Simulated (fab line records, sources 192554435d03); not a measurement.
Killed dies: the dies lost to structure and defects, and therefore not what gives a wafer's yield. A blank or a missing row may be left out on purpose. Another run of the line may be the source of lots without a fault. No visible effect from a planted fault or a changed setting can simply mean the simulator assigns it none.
fab line records ; flow n5-finfet
record: lots: 6; wafers: 18; last-day: 18
route steps=1938 shown GATE_CUT@498 BEOL_M4@1111 PASSIVATION@1936
lots untouched by any fault: they come from a run of this same line in which no faults occurred
start-h: hours from the record's first day to the start of the lot's first wafer shown ; wait-h: hours from the lot's prior step to this one ; " identical to the entry in the row above ; L1.1+2: a single row standing in for several wafers ; - no value present, or no start provided ; * or withheld: withheld ; < > ~ a bound
route shown NAME@n: names a module that has steps shown in the file, with the first one's number in the route ; usual: mean/standard deviation of fault-free wafers ; same: alike in all rows ; chamber/n: place in a boat ; sites: the reading at each site ; _std_site: standard deviation across them ; _edge_site: the outer-site mean with the inner-site mean subtracted ; radius-mm: for every site, how far away it sits from the centre of the wafer ; mask NAME#n: copy n ; behind: the last tool/chamber to shape the wafer ; hold: reason for holding the lot/hours on hold/outcome of the hold ; device: the transistor (n, p or np) that didn't switch ; end of line: the same wafers' tests at the end of the route ; a step given without rows: its recipe and nothing more ; killed: count of dies lost to structure and defects at first sort (not the wafer's yield) ; map: shows each die of a wafer: x if killed, . if not, _ if none is there
set.NAME: the setting as run; set.NAME@STEP: as run at that earlier step ; model.NAME: the simulator's own value behind a step, which no gauge read
lots at selected steps of the route; one table per step, one row per wafer
services: when a tool's chamber went out of use (start-h, in hours from the record's first day, below 0 if earlier), for how many hours, and the reason
== steps ==
step: N5_GATE_CUT_STRIP_42
recipe: chemistry: O2; power-w: 400; temp-c: 40; pressure-mtorr: 30; rf-frequency-hz: 6e+07; bias-power-w: 0; overash-fraction: 0.3; o2-flow-sccm: 225
step: N5_GATE_CUT_ETCH_19
recipe: chemistry: CH3F/O2; target: SiNx; mask-material: SiO2; target-depth-a: 537; time-s: 76.7; pressure-mtorr: 30; source-w: 395; bias-w: 73; Ar_flow_sccm: 150; CH3F_flow_sccm: 30; O2_flow_sccm: 20; ion-energy-ev: 120; ends: cleared
usual: O2_flow_sccm: 19.99/0.06; drypump-motor-current-A: 5.8/0.36; etch-rf-on-time-s: 76.9/1.5; oes-product-au: 0.65/0.075; rf-vpp-V: 297/6.6; showerhead-plenum-p-Torr: 2.02/0.056; throttle-valve-pct: 16.3/0.32
lot.wafer;tool;chamber;start-h;wait-h;O2_flow_sccm;drypump-motor-current-A;etch-rf-on-time-s;oes-product-au;rf-hours-counter-h;rf-vpp-V;showerhead-plenum-p-Torr;throttle-valve-pct
L107.1;rie-diel-04;0;86.40;0.0;19.92;5.7;77.8;0.62;217;290;2.07;16.5
L107.2;rie-diel-04;3;86.40;0.0;19.89;5.9;78.5;0.60;222;298;2.07;16.6
L107.3;rie-diel-04;1;86.40;0.0;19.86;6.3;76.6;0.61;196;309;2.06;16.5
L112.1;rie-diel-04;3;125.49;0.0;20.02;5.9;78.6;0.59;234;299;2.06;16.6
L112.2;rie-diel-04;2;125.49;0.0;20.11;6.2;73.6;0.81;10;301;1.95;15.7
L112.6;rie-diel-04;3;125.49;0.0;19.95;5.9;78.6;0.60;-;299;2.06;16.6
L118.3;rie-diel-04;3;151.56;0.0;20.00;5.9;78.4;0.59;241;299;2.06;16.6
L118.4;rie-diel-04;1;151.56;0.0;19.93;6.3;76.9;0.60;215;307;2.06;16.5
L118.5;rie-diel-04;2;151.56;0.0;19.92;6.2;74.4;0.78;-;301;1.95;15.7
L119.1;rie-diel-05;0;157.46;0.0;20.05;5.4;76.4;0.79;18;294;2.15;16.3
L119.2;rie-diel-05;3;157.46;0.0;19.92;5.6;78.9;0.58;210;295;2.00;16.5
L119.6;rie-diel-05;0;157.46;0.0;20.03;5.4;76.0;0.79;-;295;2.15;16.3
L126.1;rie-diel-04;1;199.43;0.0;19.98;6.2;77.1;0.59;230;306;2.05;16.6
L126.5;rie-diel-04;1;199.43;0.0;19.90;6.3;76.8;0.59;-;307;2.05;16.6
L126.6;rie-diel-04;0;199.43;0.0;20.14;5.6;79.0;0.59;-;288;2.06;16.6
L129.3;rie-diel-05;1;233.35;0.0;19.96;5.2;76.8;0.64;160;292;2.00;16.1
L129.5;rie-diel-05;2;233.35;0.0;20.00;5.8;78.5;0.59;-;290;1.98;16.5
L129.6;rie-diel-05;3;233.35;0.0;20.02;5.6;79.7;0.57;-;294;1.99;16.6
step: N5_GATE_CUT_CUT_ETCH_53
recipe: chemistry: SF6/Cl2; target: W; mask-material: SiO2; target-depth-a: 792; pressure-mtorr: 8; icp-w: 900; bias-w: 80; SF6_flow_sccm: 40; Cl2_flow_sccm: 60; ends: cleared
step: N5_GATE_CUT_CUT_ETCH_54
recipe: chemistry: Cl2/BCl3; target: TiN; mask-material: SiO2; target-depth-a: 967; pressure-mtorr: 10; icp-w: 1000; bias-w: 126; Cl2_flow_sccm: 53.25; bcl3-flow-sccm: 21.75; Ar_flow_sccm: 25; ends: cleared
usual: drypump-motor-current-A: 5.7/0.49; etch-rf-on-time-s: 36.3/1.2; oes-product-au: 0.70/0.091; throttle-valve-pct: 22.23/0.19
lot.wafer;tool;chamber;start-h;wait-h;drypump-motor-current-A;etch-rf-on-time-s;oes-product-au;rf-hours-counter-h;throttle-valve-pct
L107.1;rie-metal-03;0;86.58;0.0;4.6;37.5;0.74;28;22.36
L107.2;rie-metal-03;1;86.58;0.0;5.9;35.5;0.65;69;21.90
L107.3;rie-metal-03;1;86.58;0.0;5.9;35.3;0.65;-;21.90
L112.1;rie-metal-01;0;125.66;0.0;6.2;38.0;0.84;3;22.15
L112.2;rie-metal-01;1;125.66;0.0;5.8;36.7;0.59;103;22.49
L112.6;rie-metal-01;1;125.66;0.0;5.8;36.5;0.60;-;22.49
L118.3;rie-metal-02;1;151.74;0.0;5.6;34.4;0.87;-;22.22
L118.4;rie-metal-02;0;151.74;0.0;6.1;36.6;0.67;-;22.32
L118.5;rie-metal-02;0;151.74;0.0;6.1;36.4;0.67;-;22.31
L119.1;rie-metal-01;0;157.63;0.0;6.1;37.5;0.82;6;22.17
L119.2;rie-metal-01;1;157.63;0.0;5.8;36.8;0.59;107;22.49
L119.6;rie-metal-01;0;157.63;0.0;6.2;37.5;0.81;-;22.16
L126.1;rie-metal-03;0;199.60;0.0;4.6;37.6;0.71;37;22.36
L126.5;rie-metal-03;0;199.60;0.0;4.6;37.7;0.71;-;22.39
L126.6;rie-metal-03;1;199.60;0.0;5.9;35.5;0.63;-;21.92
L129.3;rie-metal-03;1;233.54;0.0;5.9;35.3;0.62;-;21.93
L129.5;rie-metal-03;1;233.54;0.0;5.9;35.2;0.63;-;21.93
L129.6;rie-metal-03;0;233.54;0.0;4.6;37.4;0.71;-;22.38
step: N5_GATE_CUT_CUT_ETCH_55
recipe: chemistry: BCl3; target: HfO2; mask-material: SiO2; target-depth-a: 32; ion-energy-ev: 30; pressure-mtorr: 5; icp-w: 450; bias-w: 18; bcl3-flow-sccm: 80
step: N5_GATE_CUT_ETCH_47
recipe: chemistry: Cl2/BCl3; target: SiO2; target-depth-a: 100; pressure-mtorr: 10; icp-w: 1000; bias-w: 126; Cl2_flow_sccm: 53.25; bcl3-flow-sccm: 21.75; Ar_flow_sccm: 25
step: N5_GATE_CUT_VAPOR_ETCH_48
recipe: chemistry: BCl3/Cl2; target: TiN; mode: isotropic
step: N5_GATE_CUT_VAPOR_ETCH_49
recipe: chemistry: BCl3/Cl2; target: TiAlC; mode: isotropic
usual: drypump-motor-current-A: 5.7/0.5; oes-product-au: 0.78/0.1
lot.wafer;tool;chamber;start-h;wait-h;drypump-motor-current-A;oes-product-au
L107.1;rie-metal-03;0;86.73;0.0;4.6;0.83
L107.2;rie-metal-03;1;86.73;0.0;5.9;0.72
L107.3;rie-metal-03;1;86.73;0.0;5.9;0.71
L112.1;rie-metal-01;0;125.81;0.0;6.2;0.95
L112.2;rie-metal-01;1;125.81;0.0;5.8;0.66
L112.6;rie-metal-01;1;125.81;0.0;5.8;0.66
L118.3;rie-metal-02;1;151.88;0.0;5.6;0.96
L118.4;rie-metal-02;0;151.88;0.0;6.1;0.76
L118.5;rie-metal-02;0;151.88;0.0;6.1;0.75
L119.1;rie-metal-01;0;157.78;0.0;6.2;0.91
L119.2;rie-metal-01;1;157.78;0.0;5.8;0.65
L119.6;rie-metal-01;0;157.78;0.0;6.2;0.92
L126.1;rie-metal-03;0;199.75;0.0;4.6;0.80
L126.5;rie-metal-03;0;199.75;0.0;4.6;0.79
L126.6;rie-metal-03;1;199.75;0.0;5.9;0.69
L129.3;rie-metal-03;1;233.68;0.0;5.8;0.68
L129.5;rie-metal-03;1;233.68;0.0;5.9;0.69
L129.6;rie-metal-03;0;233.68;0.0;4.6;0.79
step: N5_GATE_CUT_VAPOR_ETCH_51
recipe: chemistry: BCl3/Cl2; target: HfO2; mode: isotropic
usual: drypump-motor-current-A: 5.7/0.5; oes-product-au: 0.78/0.1
lot.wafer;tool;chamber;start-h;wait-h;drypump-motor-current-A;oes-product-au
L107.1;rie-metal-03;0;86.76;0.0;4.6;0.83
L107.2;rie-metal-03;1;86.76;0.0;5.9;0.71
L107.3;rie-metal-03;1;86.76;0.0;5.9;0.72
L112.1;rie-metal-01;0;125.84;0.0;6.2;0.93
L112.2;rie-metal-01;1;125.84;0.0;5.8;0.66
L112.6;rie-metal-01;1;125.84;0.0;5.8;0.65
L118.3;rie-metal-02;1;151.91;0.0;5.6;0.96
L118.4;rie-metal-02;0;151.91;0.0;6.1;0.76
L118.5;rie-metal-02;0;151.91;0.0;6.1;0.76
L119.1;rie-metal-01;0;157.81;0.0;6.1;0.92
L119.2;rie-metal-01;1;157.81;0.0;5.8;0.64
L119.6;rie-metal-01;0;157.81;0.0;6.1;0.91
L126.1;rie-metal-03;0;199.78;0.0;4.6;0.80
L126.5;rie-metal-03;0;199.78;0.0;4.6;0.80
L126.6;rie-metal-03;1;199.78;0.0;5.9;0.69
L129.3;rie-metal-03;1;233.71;0.0;5.9;0.68
L129.5;rie-metal-03;1;233.71;0.0;5.9;0.69
L129.6;rie-metal-03;0;233.71;0.0;4.6;0.79
step: N5_GATE_CUT_STRIP_21
recipe: chemistry: N2/H2; time-s: 30; power-w: 1000; temp-c: 250; pressure-mtorr: withheld; n2-flow-sccm: 1750; h2-flow-sccm: 3250
usual: drypump-motor-current-A: 5.6/0.36; heater-power-w: 314/11; n2-flow-sccm: 1749/4.6
lot.wafer;tool;chamber;start-h;wait-h;drypump-motor-current-A;heater-power-w;n2-flow-sccm;rf-hours-counter-h
L107.1;plasma-asher-02;0;86.81;0.0;5.8;320;1750;90
L107.2;plasma-asher-02;1;86.81;0.0;5.1;316;1752;90
L107.3;plasma-asher-02;0;86.81;0.0;5.8;324;1745;-
L112.1;plasma-asher-01;0;125.89;0.0;6.0;323;1748;46
L112.2;plasma-asher-01;1;125.89;0.0;5.4;292;1751;46
L112.6;plasma-asher-01;1;125.89;0.0;5.4;293;1748;-
L118.3;plasma-asher-02;1;151.98;0.1;5.1;316;1750;-
L118.4;plasma-asher-02;0;151.98;0.1;5.8;324;1743;-
L118.5;plasma-asher-02;0;151.98;0.1;5.8;331;1748;-
L119.1;plasma-asher-02;0;157.86;0.0;5.8;320;1744;106
L119.2;plasma-asher-02;1;157.86;0.0;5.1;315;1744;106
L119.6;plasma-asher-02;0;157.86;0.0;5.8;324;1754;-
L126.1;plasma-asher-01;0;199.83;0.0;6.1;319;1751;58
L126.5;plasma-asher-01;1;199.83;0.0;5.4;290;1747;-
L126.6;plasma-asher-01;0;199.83;0.0;6.1;316;1747;-
L129.3;plasma-asher-01;0;233.77;0.1;6.1;314;1743;-
L129.5;plasma-asher-01;0;233.77;0.1;6.1;320;1749;-
L129.6;plasma-asher-01;1;233.77;0.1;5.4;301;1756;-
step: N5_GATE_CUT_STRIP_29
recipe: chemistry: post-etch-residue-remover; time-s: 60; temp-c: 25; remover-ph: withheld; remover-water-wt-pct: withheld; remover-fluoride-wt-pct: withheld
step: N5_GATE_CUT_SRD_52
recipe: dry: ipa-marangoni; time-s: 30; temp-c: 23; rinse-liquid: diw
step: N5_GATE_CUT_ALD_22
recipe: material: SiNx; target-thk-a: 160; temp-c: 400; ald-precursor-family: SiH2I2; ald-co-reactant: N2/H2-plasma; pulse-time-s: 1; ald-cycles: 320; purge-time-s: 2; co-reactant-purge-time-s: 2; pressure-torr: 2
usual: ald-cycles: 320/0; heater-power-w: 894/86; precursor-pulse-height-rel: 0.999/0.019
same: pulse-time-s: 1
lot.wafer;tool;chamber;start-h;wait-h;ald-cycles;heater-power-w;precursor-pulse-height-rel;model.SiNx_of_GATE_CUT_ALD_22.thk-nm
L107.1;ald-sin-02;0;86.96;0.0;320;1005;0.979;16
L107.2;ald-sin-02;2;86.96;0.0;320;884;0.995;16
L107.3;ald-sin-02;1;86.96;0.0;320;840;0.995;16
L112.1;ald-sin-04;3;126.05;0.0;320;891;0.992;16
L112.2;ald-sin-04;1;126.05;0.0;320;991;1.007;16.2
L112.6;ald-sin-04;0;126.05;0.0;320;863;0.968;16.2
L118.3;ald-sin-02;0;152.11;0.0;320;1023;1.003;16
L118.4;ald-sin-02;2;152.11;0.0;320;903;1.010;16
L118.5;ald-sin-02;2;152.11;0.0;352;912;1.015;17.6
L119.1;ald-sin-02;1;158.02;0.0;320;840;1.012;16.2
L119.2;ald-sin-02;2;158.02;0.0;320;906;0.964;16
L119.6;ald-sin-02;0;158.02;0.0;352;992;1.009;17.6
L126.1;ald-sin-03;2;200.00;0.0;320;775;0.996;16.2
L126.5;ald-sin-03;1;200.00;0.0;320;760;1.008;16
L126.6;ald-sin-03;2;200.00;0.0;320;795;1.005;16
L129.3;ald-sin-04;3;233.90;0.0;320;865;1.001;16
L129.5;ald-sin-04;2;233.90;0.0;320;752;0.995;16.2
L129.6;ald-sin-04;1;233.90;0.0;320;1001;1.003;16
step: N5_GATE_CUT_CMP_23
recipe: stop-on: SiO2; t-overpolish-s: 23.4; post-cmp-clean: alkaline-brush; down-force-psi: 2.5; platen-rpm: 51.8; pad-velocity-m-s: 1.0307; target-thk-nm: 16
step: N5_BEOL_M4_RC_MEAS_101
usual: DIBL_N: 36.0/1.9; DIBL_P: 36.0/2.1; IOFF_N: 0.155/0.029; IOFF_P: 0.20/0.032; ION_N: 672/11; ION_P: 461/6.9; SS_N: 71.5/0.58; SS_P: 73.2/0.64; VT_N: 250.4/2.9; VT_P: -251.0/2.8
lot.wafer;tool;chamber;start-h;wait-h;DIBL_N[mV/V];DIBL_P[mV/V];IOFF_N[nA/um];IOFF_P[nA/um];ION_N[uA/um];ION_P[uA/um];SS_N[mV/dec];SS_P[mV/dec];VT_N[mV];VT_P[mV]
L107.1;prober-02;0;179.89;0.0;35.1;34.2;0.126;0.16;654;438;71.7;72.7;255.4;-258.2
L107.2;prober-02;0;179.89;0.0;34.4;34.5;0.125;0.15;663;452;70.8;72.5;252.5;-258.4
L107.3;prober-02;0;179.89;0.0;34.0;34.4;0.124;0.16;672;456;71.2;72.5;251.0;-254.6
L112.1;prober-02;0;214.31;0.0;40.1;40.3;0.224;0.27;675;464;72.9;74.0;247.6;-248.9
L112.2;prober-02;0;214.31;0.0;38.9;38.8;0.185;0.25;682;472;71.4;73.7;250.4;-247.6
L112.6;prober-02;0;214.31;0.0;39.9;39.2;0.214;0.26;674;461;71.1;73.9;247.6;-245.5
L118.3;prober-01;0;238.26;0.3;34.5;33.6;0.121;0.18;667;459;71.1;72.4;252.2;-252.0
L118.4;prober-01;0;238.26;0.3;34.5;33.2;0.121;0.18;659;453;70.5;72.0;256.8;-254.4
L118.5;prober-01;0;238.26;0.3;35.9;34.7;0.142;0.19;653;453;72.0;73.2;254.5;-249.5
L119.1;prober-01;0;249.65;0.0;37.5;36.7;0.189;0.22;674;457;72.7;73.3;247.8;-248.9
L119.2;prober-01;0;249.65;0.0;37.1;36.4;0.163;0.21;667;451;71.6;73.9;247.3;-251.0
L119.6;prober-01;0;249.65;0.0;36.6;36.0;0.158;0.20;658;450;71.7;73.3;248.4;-253.3
L126.1;prober-02;0;288.05;0.0;35.9;37.5;0.160;0.22;675;470;72.3;73.6;250.3;-247.6
L126.5;prober-02;0;288.05;0.0;32.6;33.5;0.113;0.17;661;468;70.2;72.8;253.6;-252.7
L126.6;prober-02;0;288.05;0.0;33.1;33.1;0.117;0.17;650;450;71.0;72.5;253.9;-252.3
L129.3;prober-01;0;314.09;0.3;35.8;37.0;0.160;0.22;668;457;71.4;73.0;250.4;-249.4
L129.5;prober-01;0;314.09;0.3;33.6;33.7;0.124;0.17;674;458;71.7;72.3;253.2;-252.8
L129.6;prober-01;0;314.09;0.3;34.4;35.3;0.145;0.19;671;456;70.9;73.3;249.8;-254.8
step: N5_PASSIVATION_PROBE_49
usual: defect-limited-yield: 91.0/1.5; killed_at_M0_to_M3: 33/9.4; killed_at_M4_up: 14/4.8; killed-at-contacts: 13/7.3; killed-at-front-end: 43/13; killed-at-other: 3.6/2.9; killed-dies: 106/18; killed-open: 69/13; killed-short: 35/8.2; sort_bin_5_function: 5.3/1; sort_bin_6_memory: 3.3/0.68; sort_bin_8_speed: 0.01/0.027; sort-n-pass: 1074/18
same: gross-dies: 1180; killed-at-back-side: 0; sort_bin_4_leakage[%]: 0
lot.wafer;tool;chamber;start-h;wait-h;defect-limited-yield[%];killed_at_M0_to_M3;killed_at_M4_up;killed-at-contacts;killed-at-front-end;killed-at-other;killed-dies;killed-open;killed-short;sort_bin_5_function[%];sort_bin_6_memory[%];sort_bin_8_speed[%];sort-n-pass
L107.1;prober-02;-;277.08;0.2;92.2;41;9;12;27;3;92;55;36;4.7;2.9;0.08;1087
L107.2;prober-02;-;277.13;0.3;90.1;42;14;18;41;2;117;87;29;5.6;3.8;0;1063
L107.3;prober-02;-;277.18;0.3;90.7;30;14;25;39;2;110;79;31;5.8;3.3;0;1070
L126.1;prober-01;-;400.35;0.0;90.6;29;22;23;31;6;111;72;36;5.7;3.2;0;1069
L126.6;prober-01;-;400.60;0.3;89.8;29;9;32;48;2;120;80;37;5.7;3.9;0.17;1058
L129.3;prober-01;-;428.23;0.1;93.3;33;11;4;25;6;79;52;25;3.8;2.5;0;1101
L129.5;prober-01;-;428.33;0.2;91.1;42;14;6;40;3;105;72;32;5.6;3.1;0;1075
L129.6;prober-01;-;428.38;0.3;91.6;32;15;20;22;10;99;61;37;4.5;3.5;0;1081
killed by level:class
L107.1 BEOL_M0_SAQP:geometric-particle:short=14 MOL_CONTACT_COAG:geometric-particle:open=10 BEOL_M0_SAQP:geometric-particle:open=7 BEOL_M0:geometric-particle:short=5 BEOL_M2:geometric-particle:open=5 FIN_SAQP:geometric-particle:open=4 BEOL_M3:geometric-particle:open=4 STARTING-WAFER:geometric-particle:open=4
L107.2 MOL_CONTACT_COAG:geometric-particle:open=16 BEOL_M3:geometric-particle:open=15 STI_FIN_REVEAL:geometric-particle:open=12 BEOL_M2:geometric-particle:open=8 BEOL_M4:geometric-particle:open=8 DUMMY_GATE:geometric-particle:open=7 BEOL_M0_SAQP:geometric-particle:open=6 BEOL_M0_SAQP:geometric-particle:short=6
L107.3 MOL_CONTACT_COAG:geometric-particle:open=21 STI_FIN_REVEAL:geometric-particle:open=11 DUMMY_GATE:geometric-particle:open=11 BEOL_M2:geometric-particle:open=9 BEOL_M1:geometric-particle:open=6 BEOL_M3:geometric-particle:open=5 BEOL_M4:geometric-particle:open=5 GATE_CUT:geometric-particle:short=4
L126.1 MOL_CONTACT_COAG:geometric-particle:open=16 BEOL_M4:geometric-particle:short=8 MOL_CONTACT_COAG:geometric-particle:short=7 BEOL_M1:geometric-particle:open=7 STI_FIN_REVEAL:geometric-particle:open=6 BEOL_M2:geometric-particle:open=6 BEOL_M4:geometric-particle:open=6 BEOL_M0_SAQP:geometric-particle:open=5
L126.6 MOL_CONTACT_COAG:geometric-particle:open=19 STI_FIN_REVEAL:geometric-particle:open=14 BEOL_M2:geometric-particle:open=13 MOL_CONTACT_COAG:geometric-particle:short=13 FIN_SAQP:geometric-particle:open=11 FIN_SAQP:geometric-particle:short=5 STARTING-WAFER:geometric-particle:short=4 BEOL_M0_SAQP:geometric-particle:short=4
L129.3 BEOL_M0_SAQP:geometric-particle:open=11 BEOL_M1:geometric-particle:short=7 STI_FIN_REVEAL:geometric-particle:open=7 BEOL_M3:geometric-particle:open=6 FIN_SAQP:geometric-particle:short=5 BEOL_M2:geometric-particle:open=4 BEOL_M4:geometric-particle:open=4 BEOL_M5:geometric-particle:open=4
L129.5 BEOL_M3:geometric-particle:open=12 GATE_CUT:geometric-particle:open=11 BEOL_M0_SAQP:geometric-particle:open=9 STI_FIN_REVEAL:geometric-particle:open=8 BEOL_M0_SAQP:geometric-particle:short=8 BEOL_M2:geometric-particle:open=8 BEOL_M6:geometric-particle:open=6 GATE_CUT:geometric-particle:short=5
L129.6 MOL_CONTACT_COAG:geometric-particle:open=13 BEOL_M3:geometric-particle:open=10 MOL_CONTACT_COAG:geometric-particle:short=7 BEOL_M4:geometric-particle:open=7 BEOL_M0_SAQP:geometric-particle:open=6 BEOL_M0_SAQP:geometric-particle:short=5 BEOL_M1:geometric-particle:short=3 DUMMY_GATE:geometric-particle:open=3
== services ==
tool;chamber;start-h;hours;kind
rie-metal-01;0;63.46;-;clean
rie-metal-01;0;63.46;24.6;scheduled-down
rie-metal-01;0;63.46;24.6;vent-cycle
rie-diel-04;2;75.40;-;clean
rie-diel-04;2;75.40;-;consumable-replace:focus-ring
rie-diel-04;2;75.40;15.8;scheduled-down
rie-diel-04;2;75.40;15.8;vent-cycle
ald-sin-04;-;85.25;14.0;pm
plasma-asher-02;-;109.26;2.8;pm
plasma-asher-01;-;115.45;10.4;repair
ald-sin-02;3;121.55;17.2;repair
ald-sin-02;-;130.27;0.4;repair
rie-metal-03;0;132.05;12.0;repair
rie-diel-05;1;141.67;9.0;repair
ald-sin-04;2;153.87;21.7;repair
ald-sin-03;-;166.93;1.7;repair
plasma-asher-01;-;168.97;3.8;repair
ald-sin-03;-;178.05;14.0;pm
rie-diel-04;3;184.80;-;clean
rie-diel-04;3;184.80;-;consumable-replace:focus-ring
rie-diel-04;3;184.80;21.8;scheduled-down
rie-diel-05;3;190.29;7.9;repair
rie-metal-01;-;195.05;14.6;pm
rie-metal-01;-;210.27;0.7;repair
== key ==
first-sign: step: N5_GATE_CUT_ALD_22; reading: ald-cycles; direction: up; sigmas: 99+; usual: *; struck: *
effect none on later readings
model-effect: step: N5_GATE_CUT_ALD_22; value: SiNx_of_GATE_CUT_ALD_22.thk-nm; without: 16; struck: 17.6
met-at N5_GATE_CUT_ALD_22
struck-wafers L118.5,L119.6
onset-between 86.96 152.11
fault: kind: process-parameter-drift; tool: ald-sin-02; chamber: -; onset-h: 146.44; steps: N5_GATE_CUT_ALD_22; channel: ald-cycles; offset: *; shape: step; end-h: 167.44; scope: struck-wafers-only; acts-in: *; stated: *
